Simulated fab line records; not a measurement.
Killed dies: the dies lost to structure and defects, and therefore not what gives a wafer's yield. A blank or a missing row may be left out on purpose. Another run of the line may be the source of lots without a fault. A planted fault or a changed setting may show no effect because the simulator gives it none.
Matching of chambers ; flow n5_finfet ; N5_HKMG_FIN_PWFM_ALD_03 on ald_metal-03: 4 sister chambers
The step deposits TiN, target thk 2 nm, pulse time 1 s, purge time 3 s. 18 wafers are shown with their chamber, then 9 later ones without.

WAFERS, EACH WITH ITS CHAMBER
wafer;chamber;heater_power_w (W);chamber_pressure_Torr (Torr);susceptor_temp_C (C)
L079.1;0;742;3.007;399.86
L079.2;1;857;3.009;399.98
L079.3;3;655;3.005;399.89
L080.1;0;755;3.007;400.25
L080.2;2;1064;2.997;400.44
L080.4;3;651;2.997;399.64
L081.2;1;874;3.000;399.87
L081.3;3;660;3.000;399.85
L081.4;0;767;2.997;399.92
L084.3;3;645;3.004;399.98
L084.5;2;1075;2.995;399.83
L084.6;1;858;3.000;400.21
L085.3;0;731;2.990;399.65
L085.4;1;844;2.995;399.97
L085.6;3;668;3.010;399.71
L086.2;2;1050;2.996;399.98
L086.3;0;773;3.007;399.73
L086.5;1;848;2.999;399.73

SIGNATURES, as means of the wafers listed above
reading;chamber 0;chamber 1;chamber 2;chamber 3;scatter within a chamber
heater_power_w;753.60;856.20;1063.00;655.80;13
chamber_pressure_Torr;3.00160;3.00060;2.99600;3.00320;0.00566
susceptor_temp_C;399.8820;399.9520;400.0833;399.8140;0.21
Rule: a wafer lies at a distance from a chamber equal to the root of the sum of squares, over the readings, of (its reading less the chamber's mean, divided by the reading's scatter). If the next closest chamber is less than 2 further off than the closest, the wafer can't be placed; otherwise it belongs to the closest. The scatter is the square root of a quotient: the sum, over the shown wafers, of each reading's squared deviation from its chamber's mean, divided by wafers minus chambers.

WAFERS WHOSE CHAMBER IS MISSING
wafer;heater_power_w (W);chamber_pressure_Torr (Torr);susceptor_temp_C (C)
L091.2;855;3.003;400.28
L091.4;1064;3.003;400.12
L091.6;653;2.996;400.20
L092.3;670;2.994;400.08
L092.4;1073;3.008;400.08
L092.5;757;2.992;399.69
L093.1;853;2.993;399.74
L093.2;649;3.015;399.91
L093.6;1076;3.008;400.11

WHICH CHAMBER EACH WENT THROUGH
wafer;from the rows above;in truth
L091.2;1;1
L091.4;2;2
L091.6;3;3
L092.3;3;3
L092.4;2;2
L092.5;0;0
L093.1;1;1
L093.2;3;3
L093.6;2;2
Correct placement for 9 of the 9. Left unplaced by these rows: 0. Placed wrongly: 0.
